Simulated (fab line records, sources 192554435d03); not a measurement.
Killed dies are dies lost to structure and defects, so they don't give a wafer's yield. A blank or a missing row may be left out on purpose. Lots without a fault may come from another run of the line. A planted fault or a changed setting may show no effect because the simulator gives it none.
Chamber matching | flow n5_finfet | N5_FIN_SAQP_ETCH_34 on rie_diel-05: 4 sister chambers
The step etches SiO2 in C4F6/O2, target depth 45 nm, time 15 s. 16 wafers are shown with their chamber, then 8 later ones without.

WAFERS WITH THEIR CHAMBER
wafer  | chamber | throttle_valve_pct (%) | drypump_motor_current_A (A) | rf_vpp_V (V)
L074.2 | 2       | 21.16                  | 6.15                        | 658
L074.3 | 3       | 21.34                  | 5.82                        | 651
L074.6 | 0       | 20.63                  | 5.56                        | 667
L075.2 | 0       | 20.63                  | 5.58                        | 667
L075.3 | 3       | 21.36                  | 5.87                        | 649
L075.5 | 0       | 20.63                  | 5.56                        | 666
L078.1 | 3       | 21.35                  | 5.90                        | 650
L078.2 | 2       | 21.16                  | 6.14                        | 658
L078.3 | 0       | 20.65                  | 5.59                        | 666
L082.4 | 2       | 21.17                  | 6.16                        | 658
L082.5 | 1       | 20.87                  | 5.82                        | 666
L082.6 | 2       | 21.17                  | 6.15                        | 659
L090.2 | 0       | 20.69                  | 5.59                        | 667
L090.3 | 3       | 21.38                  | 5.87                        | 650
L090.4 | 0       | 20.68                  | 5.62                        | 665
L091.3 | 3       | 21.39                  | 5.87                        | 650

SIGNATURES (means of the wafers above)
reading                 | chamber 0 | chamber 1 | chamber 2 | chamber 3 | scatter within a chamber
throttle_valve_pct      | 20.6517   | 20.8700   | 21.1650   | 21.3640   | 0.0214
drypump_motor_current_A | 5.5833    | 5.8200    | 6.1500    | 5.8660    | 0.0225
rf_vpp_V                | 666.33    | 666.00    | 658.25    | 650.00    | 0.712
Rule: a wafer's distance from a chamber is the root of the sum, over the readings, of the square of ((its reading less the chamber's mean) divided by the reading's scatter). The wafer belongs to the nearest chamber; if the next one is less than 2 further off, it can't be placed. The scatter: the root of (the sum of the squares of (reading less its chamber's mean) over the shown wafers, divided by (wafers less chambers)).

WAFERS WITHOUT THEIR CHAMBER
wafer  | throttle_valve_pct (%) | drypump_motor_current_A (A) | rf_vpp_V (V)
L091.4 | 21.22                  | 6.15                        | 658
L091.6 | 20.70                  | 5.60                        | 666
L092.4 | 21.38                  | 5.90                        | 649
L092.5 | 20.70                  | 5.54                        | 667
L092.6 | 21.22                  | 6.15                        | 658
L094.1 | 21.22                  | 6.15                        | 657
L094.2 | 21.40                  | 5.89                        | 650
L094.3 | 20.70                  | 5.58                        | 667

WHICH CHAMBER EACH WENT THROUGH
wafer  | from the rows above | in truth
L091.4 | 2                   | 2
L091.6 | 0                   | 0
L092.4 | 3                   | 3
L092.5 | 0                   | 0
L092.6 | 2                   | 2
L094.1 | 2                   | 2
L094.2 | 3                   | 3
L094.3 | 0                   | 0
Placed correctly: 8 of 8. Can't be placed from these rows: 0. Placed wrongly: 0.
